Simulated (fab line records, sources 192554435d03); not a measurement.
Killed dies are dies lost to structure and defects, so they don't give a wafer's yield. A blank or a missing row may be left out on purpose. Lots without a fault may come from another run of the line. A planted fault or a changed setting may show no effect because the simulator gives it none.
fab line records | flow n5_finfet
record lots=24 wafers=72 last_day=17
route steps=1938 shown SD_EPI_P@311 ILD0@343 SDB@357
lots that met no fault: from a run of the same line without faults
start_h: hours from the record's first day to the start of the lot's first wafer shown | wait_h: hours since the lot's step before | " the same as in the row above | L1.1+2: a row that stands for several wafers | - no value, or no start given | * or withheld: withheld | < > ~ a bound
route shown NAME@n: a module of which the file shows steps, and the number in the route of the first | usual: mean/standard deviation of fault-free wafers | same: alike in all rows | chamber/n: place in a boat | sites: the reading at each site | _std_site: their standard deviation | _edge_site: outer sites' mean less inner sites' | radius_mm: how far each site lies from the wafer's centre | mask NAME#n: copy n | behind: the tool/chamber that last shaped the wafer | hold: why the lot was held/for how many hours/how that ended | device: the transistor (n, p or np) that didn't switch | end of line: the same wafers' tests at the end of the route | a step without rows: its recipe alone | killed: dies lost to structure and defects at the first sort, not the wafer's yield | map: a wafer's dies, x killed, . not, _ none there
set.NAME: the setting as run; set.NAME@STEP: as run at that earlier step | model.NAME: the simulator's own value behind a step, which no gauge read
steps of the route over a sample of lots; a table a step, a row a wafer
services: from which hour (start_h, from the record's first day; less than 0 if before it) a tool's chamber was out of use, for how many hours, and why
## steps
# step N5_SD_EPI_P_ETCH_47
# recipe chemistry=CH3F/O2 target=SiOCN target_depth_a=250 mask_material=SOC ion_energy_ev=60 bias_w=29 pressure_mtorr=30 source_w=410 Ar_flow_sccm=150 CH3F_flow_sccm=30 O2_flow_sccm=20
# usual CH3F_flow_sccm=29.99/0.1 drypump_motor_current_A=5.8/0.35 oes_product_au=0.77/0.073 rf_vpp_V=127.2/1.5 showerhead_plenum_p_Torr=1.99/0.066 throttle_valve_pct=16.40/0.22
# columns lot.wafer tool chamber start_h wait_h CH3F_flow_sccm drypump_motor_current_A oes_product_au rf_hours_counter_h rf_vpp_V showerhead_plenum_p_Torr throttle_valve_pct
L074.4 rie_diel-05 1 55.09 0.1 30.00 6.1 0.77 139 126.2 2.09 16.50
L074.5 " 2 " " 29.98 6.3 0.69 - 125.2 1.90 16.71
L074.6 " 3 " " 30.08 5.2 0.75 - 126.1 1.92 16.49
L075.2 rie_diel-05 0 61.95 0.1 29.91 5.9 0.90 22 130.8 1.96 15.99
L075.3 " 1 " " 30.08 6.1 0.76 141 127.9 2.09 16.51
L075.5 " 0 " " 29.83 5.9 0.90 - 130.4 1.96 16.02
L076.2 rie_diel-06 0 66.97 0.1 29.71 5.8 0.83 80 124.3 1.93 15.93
L076.4 " 2 " " 29.97 5.9 0.71 194 128.8 1.98 16.58
L076.5 " 0 " " 29.78 5.8 0.84 - 124.5 1.94 15.94
L077.1 rie_diel-05 2 77.50 0.1 30.06 6.3 0.69 206 124.0 1.89 16.69
L077.2 " 3 " " 29.88 5.2 0.75 164 125.4 1.92 16.52
L077.6 " 3 " " 29.90 5.2 0.74 - 127.4 1.92 16.51
L078.1 rie_diel-01 2 80.87 0.1 30.25 6.1 0.82 98 128.5 2.03 16.56
L078.3 " 3 " " 29.92 5.5 0.75 179 126.2 1.91 16.37
L078.6 " 0 " " 30.09 5.2 0.79 - 126.9 2.02 16.21
L079.1 rie_diel-06 3 86.00 0.1 30.08 6.0 0.67 243 127.6 1.97 16.61
L079.2 " 2 " " 29.95 5.9 0.71 202 129.2 1.98 16.61
L079.5 " 3 " " 29.97 6.0 0.67 - 128.6 1.97 16.59
L080.1 rie_diel-06 2 91.84 0.1 30.05 5.9 0.71 204 131.0 1.98 16.61
L080.5 " 1 " " 30.17 6.4 1.00 - 126.6 2.14 16.08
L080.6 " 0 " " 30.04 5.8 0.83 - 124.7 1.93 15.95
L081.3 rie_diel-06 0 98.51 0.1 29.90 5.8 0.82 93 124.8 1.93 15.96
L081.5 " 0 " " 29.98 5.8 0.83 - 126.1 1.93 15.96
L081.6 " 3 " " 30.13 6.0 0.67 - 127.8 1.97 16.61
L082.1 rie_diel-01 1 101.60 0.1 29.96 5.5 0.74 190 126.0 2.06 16.45
L082.4 " 2 " " 30.18 6.1 0.81 104 128.9 2.03 16.58
L082.5 " 2 " " 30.10 6.1 0.82 - 127.9 2.03 16.57
L083.3 rie_diel-01 2 110.04 0.1 30.07 6.1 0.82 107 128.4 2.02 16.60
L083.4 " 0 " " 29.95 5.2 0.79 114 126.8 2.01 16.23
L083.5 " 0 " " 30.00 5.2 0.79 - 127.9 2.01 16.22
L084.1 rie_diel-01 2 114.04 0.1 29.96 6.1 0.80 108 127.4 2.02 16.57
L084.2 " 1 " " 30.08 5.5 0.73 194 127.6 2.06 16.46
L084.6 " 2 " " 29.89 6.1 0.81 - 128.4 2.02 16.58
L085.3 rie_diel-01 1 125.37 0.1 30.05 5.5 0.73 198 127.8 2.06 16.45
L085.4 " 3 " " 29.98 5.4 0.74 193 126.1 1.91 16.38
L085.5 " 2 " " 29.97 6.1 0.80 - 128.0 2.02 16.59
L086.1 rie_diel-01 1 127.16 0.1 30.06 5.5 0.74 199 126.8 2.06 16.47
L086.2 " 0 " " 30.01 5.3 0.78 119 126.2 2.01 16.24
L086.5 " 0 " " 30.04 5.3 0.78 - 127.1 2.01 16.25
L087.1 rie_diel-06 0 136.84 0.1 29.96 5.8 0.81 108 123.6 1.93 16.01
L087.2 " 1 " " 30.03 6.3 0.93 17 128.0 2.13 16.12
L087.3 " 2 " " 29.88 5.9 0.70 220 127.7 1.97 16.64
L088.1 rie_diel-01 2 144.32 0.1 30.05 6.1 0.81 118 130.0 2.02 16.61
L088.2 " 0 " " 30.14 5.2 0.78 124 127.6 2.01 16.26
L088.6 " 0 " " 30.02 5.2 0.77 - 127.0 2.01 16.25
L089.1 rie_diel-01 1 145.00 0.1 30.12 5.5 0.73 205 126.1 2.06 16.46
L089.2 " 3 " " 29.98 5.4 0.74 199 125.4 1.90 16.41
L089.4 " 0 " " 29.96 5.2 0.78 125 128.1 2.01 16.24
L090.3 rie_diel-06 0 151.94 0.1 30.12 5.8 0.80 112 125.3 1.92 16.00
L090.5 " 0 " " 30.00 5.8 0.80 - 123.6 1.92 16.00
L090.6 " 1 " " 29.93 6.3 0.93 - 126.2 2.13 16.13
L091.1 rie_diel-05 0 154.65 0.1 30.00 5.9 0.86 46 129.3 1.95 16.06
L091.2 " 1 " " 30.07 6.1 0.74 168 127.0 2.08 16.54
L091.3 " 3 " " 29.97 5.3 0.74 187 126.6 1.91 16.56
L092.2 rie_diel-01 1 162.77 0.1 29.97 5.5 0.72 210 126.0 2.05 16.47
L092.4 " 0 " " 29.95 5.3 0.77 - 128.0 2.01 16.27
L092.6 " 1 " " 29.97 5.5 0.72 - 126.3 2.06 16.49
L093.2 rie_diel-06 0 168.73 0.1 29.99 5.8 0.80 118 126.7 1.92 16.00
L093.3 " 2 " " 30.15 5.9 0.69 227 129.5 1.97 16.65
L093.4 " 1 " " 29.98 6.4 0.92 27 126.4 2.13 16.14
L094.4 rie_diel-01 1 176.09 0.1 29.92 5.6 0.72 - 126.0 2.05 16.48
L094.5 " 2 " " 29.78 6.1 0.79 - 129.6 2.02 16.64
L094.6 " 1 " " 30.03 5.5 0.72 - 127.6 2.05 16.47
L095.1 rie_diel-01 3 182.28 0.1 29.99 5.5 0.73 203 126.0 1.90 16.41
L095.4 " 3 " " 29.97 5.5 0.73 - 127.9 1.90 16.41
L095.5 " 2 " " 29.99 6.1 0.79 - 128.5 2.02 16.62
L096.1 rie_diel-01 2 185.44 0.1 30.05 6.1 0.79 132 127.9 2.02 16.62
L096.2 " 3 " " 29.85 5.5 0.73 204 126.0 1.90 16.40
L096.5 " 3 " " 29.95 5.4 0.73 - 127.3 1.90 16.41
L097.2 rie_diel-01 1 195.82 0.1 29.83 5.5 0.72 223 126.3 2.05 16.51
L097.3 " 3 " " 30.02 5.5 0.74 209 126.4 1.90 16.42
L097.4 " 3 " " 29.96 5.4 0.74 - 126.5 1.90 16.41
# step N5_SD_EPI_P_STRIP_40
# recipe chemistry=N2/H2 power_w=1000 temp_c=250 h2_frac=0.65 overash_fraction=0.3 pressure_mtorr=withheld n2_flow_sccm=1750 h2_flow_sccm=3250
# usual drypump_motor_current_A=6.2/0.3 heater_power_w=324/19 oes_product_au=0.761/0.011
# same overash_fraction=0.3
# columns lot.wafer tool chamber start_h wait_h drypump_motor_current_A heater_power_w oes_product_au rf_hours_counter_h
L074.4 plasma_asher-01 1 55.43 0.0 6.8 310 0.763 -
L074.5 " 1 " " 6.8 299 0.778 -
L074.6 " 0 " " 6.2 301 0.764 -
L075.2 plasma_asher-01 1 62.26 0.0 6.8 306 0.759 33
L075.3 " 0 " " 6.1 293 0.765 -
L075.5 " 0 " " 6.1 301 0.769 -
L076.2 plasma_asher-01 1 67.28 0.0 6.7 311 0.770 34
L076.4 " 1 " " 6.7 310 0.753 -
L076.5 " 0 " " 6.2 302 0.760 -
L077.1 plasma_asher-01 0 78.07 0.3 6.1 302 0.751 37
L077.2 " 1 " " 6.8 314 0.766 37
L077.6 " 0 " " 6.1 293 0.739 -
L078.1 plasma_asher-02 1 81.19 0.0 6.1 347 0.757 86
L078.3 " 0 " " 6.0 330 0.760 -
L078.6 " 1 " " 6.2 347 0.757 -
L079.1 plasma_asher-02 0 86.31 0.0 5.9 332 0.777 87
L079.2 " 1 " " 6.1 355 0.761 87
L079.5 " 0 " " 5.9 335 0.755 -
L080.1 plasma_asher-02 1 92.15 0.0 6.1 348 0.755 88
L080.5 " 0 " " 5.9 333 0.758 -
L080.6 " 1 " " 6.1 341 0.766 -
L081.3 plasma_asher-01 1 98.85 0.0 6.8 314 0.770 -
L081.5 " 0 " " 6.1 299 0.752 -
L081.6 " 1 " " 6.8 315 0.750 -
L082.1 plasma_asher-02 1 101.92 0.0 6.1 347 0.762 89
L082.4 " 0 " " 6.0 338 0.737 -
L082.5 " 1 " " 6.1 354 0.764 -
L083.3 plasma_asher-01 1 110.37 0.0 6.8 311 0.759 -
L083.4 " 0 " " 6.1 309 0.756 -
L083.5 " 1 " " 6.8 306 0.779 -
L084.1 plasma_asher-02 1 114.36 0.0 6.1 341 0.757 92
L084.2 " 0 " " 6.0 329 0.769 92
L084.6 " 0 " " 6.0 335 0.769 -
L085.3 plasma_asher-02 1 125.70 0.0 6.2 339 0.761 -
L085.4 " 0 " " 5.9 336 0.755 -
L085.5 " 1 " " 6.2 345 0.784 -
L086.1 plasma_asher-02 1 127.48 0.0 6.1 341 0.775 94
L086.2 " 0 " " 6.0 329 0.742 94
L086.5 " 1 " " 6.2 344 0.767 -
L087.1 plasma_asher-02 1 137.23 0.1 6.1 352 0.769 96
L087.2 " 0 " " 6.0 338 0.780 96
L087.3 " 1 " " 6.1 351 0.774 -
L088.1 plasma_asher-02 0 144.63 0.0 5.9 327 0.776 97
L088.2 " 1 " " 6.1 356 0.773 97
L088.6 " 0 " " 5.9 326 0.753 -
L089.1 plasma_asher-02 1 145.32 0.0 6.2 345 0.752 97
L089.2 " 0 " " 6.0 330 0.750 97
L089.4 " 0 " " 6.0 331 0.760 -
L090.3 plasma_asher-01 0 152.28 0.0 6.2 303 0.747 -
L090.5 " 0 " " 6.1 301 0.740 -
L090.6 " 1 " " 6.8 313 0.761 -
L091.1 plasma_asher-02 1 154.97 0.0 6.1 351 0.763 99
L091.2 " 0 " " 5.9 331 0.779 99
L091.3 " 0 " " 6.0 332 0.760 -
L092.2 plasma_asher-01 0 163.08 0.0 6.1 301 0.737 55
L092.4 " 0 " " 6.1 305 0.775 -
L092.6 " 0 " " 6.1 303 0.778 -
L093.2 plasma_asher-01 1 169.04 0.0 6.7 313 0.775 56
L093.3 " 0 " " 6.1 309 0.747 -
L093.4 " 1 " " 6.7 313 0.748 -
L094.4 plasma_asher-02 0 176.45 0.0 6.0 331 0.767 -
L094.5 " 1 " " 6.1 347 0.753 -
L094.6 " 0 " " 6.0 326 0.766 -
L095.1 plasma_asher-02 0 182.60 0.0 5.9 335 0.762 105
L095.4 " 1 " " 6.1 338 0.775 -
L095.5 " 0 " " 6.0 328 0.763 -
L096.1 plasma_asher-01 1 185.78 0.0 6.8 306 0.767 60
L096.2 " 0 " " 6.1 299 0.771 60
L096.5 " 0 " " 6.1 292 0.762 -
L097.2 plasma_asher-01 1 196.14 0.0 6.8 305 0.757 62
L097.3 " 0 " " 6.1 301 0.757 -
L097.4 " 1 " " 6.8 313 0.753 -
# step N5_SD_EPI_P_EPI_MEAS_23
# recipe mode=xrd
# usual thk_nm=61.0/1.2
# columns lot.wafer tool chamber start_h wait_h thk_nm
L074.4 film_metro-02 - 58.13 0.8 59.5
L074.5 " - " " 62.2
L074.6 " - " " 63.8
L075.2 film_metro-01 - 65.82 2.0 60.2
L075.3 " - " " 59.9
L075.5 " - " " 59.2
L076.2 film_metro-01 - 70.00 1.5 62.6
L076.4 " - " " 59.0
L076.5 " - " " 62.8
L077.1 film_metro-02 - 80.80 1.9 63.5
L077.2 " - " " 63.4
L077.6 " - " " 62.5
L078.1 film_metro-01 - 83.90 1.8 60.4
L078.3 " - " " 61.2
L078.6 " - " " 59.0
L079.1 film_metro-02 - 89.03 1.8 60.5
L079.2 " - " " 59.9
L079.5 " - " " 60.9
L080.1 film_metro-01 - 94.86 1.8 59.6
L080.5 " - " " 59.2
L080.6 " - " " 62.4
L081.3 film_metro-01 - 102.39 1.5 60.2
L081.5 " - " " 61.7
L081.6 " - " " 62.8
L082.1 film_metro-01 - 105.49 2.5 59.7
L082.4 " - " " 62.2
L082.5 " - " " 60.1
L083.3 film_metro-01 - 113.07 1.1 59.1
L083.4 " - " " 61.8
L083.5 " - " " 61.3
L084.1 film_metro-01 - 117.92 2.4 61.6
L084.2 " - " " 60.4
L084.6 " - " " 59.6
L085.3 film_metro-02 - 128.40 1.1 61.5
L085.4 " - " " 60.7
L085.5 " - " " 61.8
L086.1 film_metro-01 - 130.25 1.8 59.4
L086.2 " - " " 61.0
L086.5 " - " " 62.5
L087.1 film_metro-02 - 139.94 1.8 59.3
L087.2 " - " " 60.7
L087.3 " - " " 60.6
L088.1 film_metro-02 - 147.34 1.8 61.7
L088.2 " - " " 64.2
L088.6 " - " " 63.9
L089.1 film_metro-01 - 150.58 3.2 60.2
L089.2 " - " " 62.2
L089.4 " - " " 61.7
L090.3 film_metro-02 - 154.98 1.1 59.7
L090.5 " - " " 61.9
L090.6 " - " " 60.1
L091.1 film_metro-01 - 159.64 3.2 61.2
L091.2 " - " " 60.5
L091.3 " - " " 60.4
L092.2 film_metro-01 - 165.80 1.5 60.7
L092.4 " - " " 60.6
L092.6 " - " " 60.4
L093.2 film_metro-02 - 171.76 1.5 62.4
L093.3 " - " " 60.8
L093.4 " - " " 59.4
L094.4 film_metro-01 - 179.15 0.8 62.9
L094.5 " - " " 61.1
L094.6 " - " " 61.7
L095.1 film_metro-02 - 186.17 2.5 62.1
L095.4 " - " " 61.2
L095.5 " - " " 61.1
L096.1 film_metro-02 - 188.51 1.9 60.8
L096.2 " - " " 58.4
L096.5 " - " " 60.1
L097.2 film_metro-01 - 200.81 2.6 61.5
L097.3 " - " " 60.2
L097.4 " - " " 61.6
# step N5_ILD0_ALD_15
# recipe material=SiNx target_thk_a=240 temp_c=400 ald_precursor_family=SiH2I2 ald_co_reactant=N2/H2-plasma pulse_time_s=1 ald_cycles=480 purge_time_s=2 co_reactant_purge_time_s=2 pressure_torr=2
# usual heater_power_w=786/92 precursor_pulse_height_rel=1.000/0.019
# columns lot.wafer tool chamber start_h wait_h heater_power_w precursor_pulse_height_rel
L074.4 ald_sin-02 3 63.37 0.2 776 1.006
L074.5 " 0 64.46 1.2 759 0.991
L074.6 " 3 " " 771 1.039
L075.2 ald_sin-02 1 70.54 0.5 743 1.017
L075.3 " 2 " " 750 0.988
L075.5 " 2 71.62 1.3 768 0.995
L076.2 ald_sin-02 0 74.99 0.5 785 1.000
L076.4 " 2 " " 773 1.003
L076.5 " 1 76.08 1.2 725 1.037
L077.1 ald_sin-04 1 85.52 0.6 770 1.047
L077.2 " 2 " " 743 0.998
L077.6 " 3 86.60 1.1 1030 1.014
L078.1 ald_sin-04 1 89.03 0.8 767 0.995
L078.3 " 0 " " 834 1.000
L078.6 " 3 90.12 1.4 1052 1.011
L079.1 ald_sin-04 1 95.37 1.0 749 0.994
L079.2 " 0 " " 824 0.995
L079.5 " 1 96.45 1.7 771 1.004
L080.1 ald_sin-03 2 100.26 0.6 774 1.012
L080.5 " 1 101.34 1.2 877 1.000
L080.6 " 0 " " 899 1.003
L081.3 ald_sin-02 3 107.06 0.4 752 0.972
L081.5 " 0 108.14 1.2 685 1.009
L081.6 " 1 " " 723 1.000
L082.1 ald_sin-02 3 110.16 0.6 770 1.045
L082.4 " 2 " " 806 0.995
L082.5 " 0 111.25 1.2 695 0.989
L083.3 ald_sin-03 3 117.81 0.4 666 0.989
L083.4 " 0 " " 923 1.015
L083.5 " 3 118.90 1.2 678 1.002
L084.1 ald_sin-04 1 122.94 0.6 741 0.966
L084.2 " 0 " " 836 1.020
L084.6 " 0 124.02 1.1 838 0.980
L085.3 ald_sin-04 2 133.27 0.4 757 1.040
L085.4 " 0 " " 836 0.995
L085.5 " 1 134.35 1.2 776 1.005
L086.1 ald_sin-03 0 134.94 0.6 899 1.018
L086.2 " 1 " " 878 0.983
L086.5 " 3 136.02 1.2 683 0.991
L087.1 ald_sin-02 0 144.68 0.6 696 0.991
L087.2 " 2 " " 779 1.008
L087.3 " 3 " " 757 0.965
L088.1 ald_sin-02 3 152.22 0.7 736 0.987
L088.2 " 2 " " 783 1.040
L088.6 " 3 153.31 1.3 774 1.043
L089.1 ald_sin-04 2 155.26 0.6 737 0.992
L089.2 " 0 " " 858 0.998
L089.4 " 3 " " 1040 1.004
L090.3 ald_sin-04 3 160.11 0.4 1052 1.008
L090.5 " 3 161.19 1.2 1046 0.984
L090.6 " 0 " " 838 1.024
L091.1 ald_sin-02 1 164.30 0.6 707 1.003
L091.2 " 0 " " 695 0.947
L091.3 " 3 " " 743 0.994
L092.2 ald_sin-02 3 170.53 0.5 756 0.994
L092.4 " 2 " " 821 1.033
L092.6 " 1 171.62 1.1 728 0.997
L093.2 ald_sin-02 3 176.58 0.5 746 1.013
L093.3 " 2 " " 799 0.988
L093.4 " 0 " " 710 0.977
L094.4 ald_sin-02 1 183.81 0.2 723 1.003
L094.5 " 1 184.89 1.2 700 0.990
L094.6 " 0 " " 704 0.991
L095.1 ald_sin-02 2 191.37 0.6 783 0.981
L095.4 " 0 " " 692 0.970
L095.5 " 1 192.46 1.2 724 1.011
L096.1 ald_sin-03 3 195.00 0.6 678 1.002
L096.2 " 1 " " 866 1.025
L096.5 " 3 196.08 1.2 663 1.021
L097.2 ald_sin-03 0 206.40 0.8 907 0.986
L097.3 " 2 " " 780 0.980
L097.4 " 1 " " 871 1.016
# step N5_SDB_OVL_MEAS_12
# recipe points_per_wafer=44
# usual SDB_OVL=-0.6/0.69
# columns lot.wafer tool chamber start_h wait_h SDB_OVL[nm]
L074.4 overlay-02 0 66.41 0.0 -1.5
L074.5 " 0 " " 0.8
L074.6 " 0 " " -1.1
L075.2 overlay-02 0 73.58 0.0 -1.0
L075.3 " 0 " " -0.8
L075.5 " 0 " " -1.0
L076.2 overlay-01 0 78.03 0.0 -0.5
L076.4 " 0 " " -1.3
L076.5 " 0 " " -0.1
L077.1 overlay-02 0 88.46 0.0 -0.6
L077.2 " 0 " " -0.4
L077.6 " 0 " " -0.3
L078.1 overlay-01 0 91.97 0.0 -0.2
L078.3 " 0 " " 1.2
L078.6 " 0 " " -0.4
L079.1 overlay-02 0 98.41 0.0 -0.6
L079.2 " 0 " " -1.0
L079.5 " 0 " " -1.6
L080.1 overlay-02 0 103.29 0.0 -1.5
L080.5 " 0 " " -1.9
L080.6 " 0 " " -0.7
L081.3 overlay-02 0 110.09 0.0 -0.9
L081.5 " 0 " " -0.4
L081.6 " 0 " " -0.8
L082.1 overlay-02 0 113.10 0.0 -0.3
L082.4 " 0 " " -0.6
L082.5 " 0 " " -1.4
L083.3 overlay-02 0 120.86 0.0 -0.1
L083.4 " 0 " " -0.5
L083.5 " 0 " " -0.1
L084.1 overlay-02 0 125.97 0.0 -0.3
L084.2 " 0 " " -0.6
L084.6 " 0 " " -1.0
L085.3 overlay-02 0 136.31 0.0 -0.4
L085.4 " 0 " " 0.1
L085.5 " 0 " " 1.0
L086.1 overlay-01 0 137.85 0.0 0.7
L086.2 " 0 " " -0.5
L086.5 " 0 " " -0.7
L087.1 overlay-01 0 147.72 0.0 -0.5
L087.2 " 0 " " -0.4
L087.3 " 0 " " 0.4
L088.1 overlay-02 0 155.19 0.0 -0.1
L088.2 " 0 " " -1.5
L088.6 " 0 " " -0.5
L089.1 overlay-02 0 158.21 0.0 -1.2
L089.2 " 0 " " -0.7
L089.4 " 0 " " -0.9
L090.3 overlay-02 0 163.18 0.0 -0.1
L090.5 " 0 " " -0.7
L090.6 " 0 " " -1.0
L091.1 overlay-02 0 167.22 0.0 0.7
L091.2 " 0 " " 0.1
L091.3 " 0 " " 0.5
L092.2 overlay-02 0 173.45 0.0 -0.4
L092.4 " 0 " " -1.7
L092.6 " 0 " " 0.0
L093.2 overlay-01 0 179.62 0.0 -0.6
L093.3 " 0 " " -0.1
L093.4 " 0 " " -2.1
L094.4 overlay-02 0 186.85 0.0 -1.4
L094.5 " 0 " " -0.5
L094.6 " 0 " " -1.6
L095.1 overlay-01 0 194.41 0.0 0.2
L095.4 " 0 " " 0.1
L095.5 " 0 " " -0.9
L096.1 overlay-02 0 197.91 0.0 0.5
L096.2 " 0 " " -0.2
L096.5 " 0 " " 0.0
L097.2 overlay-01 0 209.31 0.0 -0.4
L097.3 " 0 " " -1.3
L097.4 " 0 " " -0.9
# step N5_SDB_ETCH_17
# recipe chemistry=CF4 target=SiARC target_depth_a=234 mask_material=CAR-ArF time_s=39 ion_energy_ev=80 pressure_mtorr=40 source_w=545 bias_w=36 Ar_flow_sccm=100 cf4_flow_sccm=100 ends=cleared
# usual drypump_motor_current_A=5.7/0.55 etch_rf_on_time_s=38.8/0.59 oes_product_au=0.70/0.078 rf_vpp_V=184.5/1 showerhead_plenum_p_Torr=2.18/0.062 throttle_valve_pct=15.57/0.21
# columns lot.wafer tool chamber start_h wait_h drypump_motor_current_A etch_rf_on_time_s oes_product_au rf_hours_counter_h rf_vpp_V showerhead_plenum_p_Torr throttle_valve_pct
L074.4 rie_diel-04 2 66.61 0.0 5.7 37.9 0.72 71 185.8 2.16 15.60
L074.5 " 1 " " 6.6 39.1 0.67 - 184.7 2.23 15.81
L074.6 " 2 " " 5.7 38.1 0.72 - 184.3 2.16 15.60
L075.2 rie_diel-04 0 74.02 0.0 5.8 40.1 0.59 228 184.5 2.12 15.86
L075.3 " 3 " " 5.4 38.9 0.79 15 184.9 2.28 15.31
L075.5 " 0 " " 5.8 40.1 0.59 - 184.7 2.12 15.85
L076.2 rie_diel-04 1 78.12 0.0 6.6 39.0 0.66 132 185.6 2.23 15.83
L076.4 " 2 " " 5.7 38.1 0.72 75 183.9 2.16 15.62
L076.5 " 2 " " 5.7 38.0 0.71 - 184.1 2.16 15.60
L077.1 rie_diel-04 1 88.55 0.0 6.6 38.9 0.66 137 183.7 2.23 15.83
L077.2 " 0 " " 5.8 39.6 0.59 233 182.1 2.12 15.85
L077.6 " 1 " " 6.6 38.9 0.65 - 185.0 2.23 15.83
L078.1 rie_diel-03 3 92.06 0.0 4.9 38.4 0.64 167 185.8 2.14 15.72
L078.3 " 1 " " 5.7 39.2 0.59 245 186.4 2.20 15.75
L078.6 " 0 " " 6.0 38.5 0.78 - 186.4 2.26 15.38
L079.1 rie_diel-04 3 98.70 0.0 5.4 38.6 0.78 23 185.4 2.27 15.34
L079.2 " 2 " " 5.7 38.3 0.70 82 183.5 2.16 15.62
L079.5 " 1 " " 6.7 39.0 0.66 - 184.6 2.23 15.84
L080.1 rie_diel-04 2 103.39 0.0 5.7 38.5 0.70 83 184.0 2.16 15.61
L080.5 " 1 " " 6.6 39.3 0.65 - 185.9 2.23 15.85
L080.6 " 2 " " 5.7 38.2 0.70 - 184.0 2.16 15.63
L081.3 rie_diel-04 3 110.60 0.0 5.4 38.4 0.78 27 185.1 2.27 15.35
L081.5 " 2 " " 5.7 37.8 0.71 - 184.9 2.16 15.63
L081.6 " 3 " " 5.4 37.7 0.78 - 185.2 2.27 15.35
L082.1 rie_diel-04 2 113.23 0.0 5.7 38.0 0.70 87 184.9 2.16 15.63
L082.4 " 3 " " 5.4 38.2 0.77 28 184.4 2.27 15.34
L082.5 " 0 " " 5.8 40.1 0.59 - 183.9 2.11 15.87
L083.3 rie_diel-02 0 121.00 0.0 6.2 39.2 0.57 256 183.2 2.03 15.81
L083.4 " 0 " " 6.2 39.0 0.57 - 181.9 2.03 15.82
L083.5 " 1 " " 4.9 38.8 0.72 - 184.4 2.17 15.37
L084.1 rie_diel-03 2 126.41 0.0 5.4 38.7 0.60 234 184.0 2.11 15.69
L084.2 " 1 " " 5.7 38.2 0.85 1 183.7 2.20 15.25
L084.6 " 1 " " 5.7 38.6 0.83 - 184.9 2.20 15.25
L085.3 rie_diel-03 3 136.87 0.0 4.9 38.2 0.64 176 183.0 2.13 15.72
L085.4 " 2 " " 5.4 38.9 0.60 238 183.7 2.11 15.70
L085.5 " 1 " " 5.7 38.5 0.82 - 185.4 2.20 15.27
L086.1 rie_diel-02 1 137.94 0.0 4.9 38.6 0.72 72 184.2 2.16 15.38
L086.2 " 3 " " 4.7 38.6 0.64 181 184.4 2.13 15.65
L086.5 " 1 " " 4.9 38.5 0.72 - 185.0 2.16 15.37
L087.1 rie_diel-03 1 147.82 0.0 5.7 38.4 0.82 9 184.0 2.20 15.27
L087.2 " 2 " " 5.4 38.9 0.59 242 182.8 2.11 15.72
L087.3 " 0 " " 6.0 38.7 0.75 58 186.4 2.25 15.43
L088.1 rie_diel-02 2 155.28 0.0 5.5 39.9 0.79 11 183.5 2.11 15.31
L088.2 " 1 " " 4.9 39.3 0.70 79 183.7 2.16 15.38
L088.6 " 1 " " 4.9 39.1 0.71 - 184.7 2.16 15.38
L089.1 rie_diel-03 0 158.57 0.0 6.0 38.6 0.74 62 185.3 2.25 15.44
L089.2 " 2 " " 5.4 38.9 0.60 246 182.6 2.11 15.72
L089.4 " 1 " " 5.7 39.1 0.80 12 184.0 2.20 15.28
L090.3 rie_diel-02 1 163.31 0.0 4.9 38.8 0.71 81 184.2 2.16 15.38
L090.5 " 0 " " 6.2 38.2 0.83 - 185.4 2.28 15.28
L090.6 " 1 " " 4.9 38.5 0.70 - 184.7 2.16 15.37
L091.1 rie_diel-04 2 167.31 0.0 5.7 38.1 0.68 104 184.4 2.15 15.66
L091.2 " 3 " " 5.4 38.0 0.74 51 185.9 2.26 15.38
L091.3 " 1 " " 6.6 39.4 0.64 166 184.0 2.22 15.91
L092.2 rie_diel-04 2 173.59 0.0 5.7 38.2 0.69 108 184.8 2.15 15.67
L092.4 " 2 " " 5.7 37.7 0.69 - 184.2 2.15 15.68
L092.6 " 3 " " 5.4 38.3 0.74 - 185.3 2.26 15.38
L093.2 rie_diel-03 1 179.71 0.0 5.7 38.6 0.78 20 185.1 2.19 15.30
L093.3 " 3 " " 4.9 38.1 0.63 193 184.2 2.13 15.76
L093.4 " 3 " " 4.9 38.0 0.63 - 183.8 2.13 15.76
L094.4 rie_diel-04 0 186.94 0.0 5.8 38.2 0.85 2 185.4 2.11 15.41
L094.5 " 0 " " 5.8 38.0 0.85 - 184.4 2.11 15.42
L094.6 " 3 " " 5.4 38.2 0.73 - 186.2 2.26 15.38
L095.1 rie_diel-02 1 195.18 0.0 4.9 39.1 0.69 92 183.1 2.16 15.42
L095.4 " 3 " " 4.7 39.6 0.62 203 183.2 2.12 15.68
L095.5 " 1 " " 4.9 39.1 0.69 - 184.5 2.16 15.40
L096.1 rie_diel-04 0 198.01 0.0 5.8 38.2 0.82 6 184.3 2.11 15.41
L096.2 " 1 " " 6.6 39.3 0.62 180 184.1 2.22 15.91
L096.5 " 1 " " 6.6 39.2 0.63 - 185.6 2.22 15.91
L097.2 rie_diel-02 1 209.94 0.0 4.9 39.4 0.69 97 183.8 2.16 15.43
L097.3 " 3 " " 4.7 39.9 0.62 207 183.7 2.12 15.70
L097.4 " 2 " " 5.5 39.6 0.76 29 184.7 2.10 15.34
## services
# columns tool chamber start_h hours kind
plasma_asher-02 - 37.31 2.1 repair
rie_diel-02 2 39.15 1.3 repair
ald_sin-04 - 43.19 9.5 repair
ald_sin-03 2 50.13 6.5 repair
rie_diel-02 0 54.35 8.7 repair
rie_diel-02 - 64.28 4.0 pm
rie_diel-03 - 65.92 2.8 pm
ald_sin-04 - 67.03 2.8 pm
plasma_asher-02 - 73.47 4.3 pm
ald_sin-02 - 85.37 14.0 pm
rie_diel-01 2 95.96 3.7 repair
ald_sin-02 3 124.49 4.0 repair
rie_diel-03 3 130.40 1.7 repair
rie_diel-04 0 148.40 7.8 repair
rie_diel-04 2 154.57 4.1 repair
rie_diel-01 3 156.15 22.7 repair
rie_diel-06 2 158.83 4.2 repair
rie_diel-04 2 159.80 4.9 repair
ald_sin-04 - 175.44 2.3 repair
plasma_asher-01 - 181.55 1.0 repair
rie_diel-04 2 190.24 6.7 repair
rie_diel-03 3 197.34 29.9 repair
rie_diel-03 2 197.76 2.9 repair
rie_diel-03 0 199.70 6.3 repair
## key
fault none
